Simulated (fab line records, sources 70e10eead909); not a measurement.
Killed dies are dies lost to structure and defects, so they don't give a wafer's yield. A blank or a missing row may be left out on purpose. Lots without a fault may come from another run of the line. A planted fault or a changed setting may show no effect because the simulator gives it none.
Which tool did it? | flow nand_harc | 11 lots, 33 wafers sampled, at 3 steps of a route of 1302

WHAT THE GAUGES READ, wafer by wafer
NHARC_P_GATE_CD_MEAS_26: target cd 120 nm.
lot  | measured     | on        | cd_nm (nm)
L758 | day 5 16:53  | cd_sem-02 | 119.6 119.4 119.7
L759 | day 5 17:38  | cd_sem-02 | 119.1 119.0 119.1
L760 | day 6 12:40  | cd_sem-01 | 120.6 120.6 119.6
L762 | day 7 06:22  | cd_sem-02 | 90.7 91.3 91.0
L763 | day 7 13:56  | cd_sem-02 | 120.2 117.9 120.0
L772 | day 11 03:44 | cd_sem-01 | 120.6 120.6 120.6
L773 | day 11 19:37 | cd_sem-03 | 120.1 121.1 121.0
L774 | day 12 09:23 | cd_sem-02 | 119.4 119.9 120.8
L775 | day 12 15:13 | cd_sem-01 | 120.9 119.9 120.1
L777 | day 13 11:47 | cd_sem-02 | 120.2 118.5 119.0
L778 | day 13 21:24 | cd_sem-03 | 120.6 119.7 120.1

WHICH TOOL RAN EACH LOT (tool, then ch and the chambers of the sampled wafers, then the start)
lot  | NHARC_P_GATE_DESCUM_13             | NHARC_P_GATE_EXPOSE_23
L758 | rie_diel-05 ch 0,2,3, day 5 02:53  | arfi_scanner-02 ch 0, day 5 16:44
L759 | rie_diel-05 ch 1,2,3, day 5 03:01  | arfi_scanner-01 ch 0, day 5 17:31
L760 | rie_diel-09 ch 0,1, day 5 14:49    | arfi_scanner-02 ch 0, day 6 12:32
L762 | rie_diel-05 ch 1,2,3, day 6 11:34  | arfi_scanner-01 ch 0, day 7 06:13
L763 | rie_diel-10 ch 0,1,3, day 6 23:52  | arfi_scanner-02 ch 0, day 7 13:48
L772 | rie_diel-05 ch 1,2,3, day 10 12:52 | arfi_scanner-01 ch 0, day 11 03:36
L773 | rie_diel-10 ch 0,1,2, day 10 23:37 | arfi_scanner-01 ch 0, day 11 19:29
L774 | rie_diel-09 ch 0,2,3, day 11 17:16 | arfi_scanner-01 ch 0, day 12 09:16
L775 | rie_diel-10 ch 0,1,3, day 12 01:26 | arfi_scanner-01 ch 0, day 12 15:04
L777 | rie_diel-09 ch 0,1, day 12 19:50   | arfi_scanner-03 ch 0, day 13 11:40
L778 | rie_diel-05 ch 1,3, day 13 03:19   | arfi_scanner-03 ch 0, day 13 21:16
- NHARC_P_GATE_DESCUM_13: chemistry O2, time 3 s.
- NHARC_P_GATE_EXPOSE_23: exposes mask P GATE, target cd 120 nm.

THE ANSWER, worked out from the rows above alone
Rule: what is usual is taken from the lots themselves. Put in order of their means at a reading, lots are off if they are a third of the lots or fewer, leave a main group of 4 or more, and stand apart from it by a gap of 3 or more times the standard deviation of the main group's means; of several such gaps the widest counts. A main group whose means are all the same, to the digits that the tables above print for the reading, isn't used. A lot without any number at a reading at which 4 lots or more have one is off too. The other lots that the step has rows for count as sound.
Off: L762, at NHARC_P_GATE_CD_MEAS_26 (cd_nm). The main group: mean 119.9 nm, standard deviation 0.55.
A tool fits if, at a process step before that reading, it ran every lot that is off, and no sound lot after the first of them. The gauges at NHARC_P_GATE_CD_MEAS_26 are tried like those tools. None of those tried fits.

WHAT THE SIMULATOR HAD PUT IN
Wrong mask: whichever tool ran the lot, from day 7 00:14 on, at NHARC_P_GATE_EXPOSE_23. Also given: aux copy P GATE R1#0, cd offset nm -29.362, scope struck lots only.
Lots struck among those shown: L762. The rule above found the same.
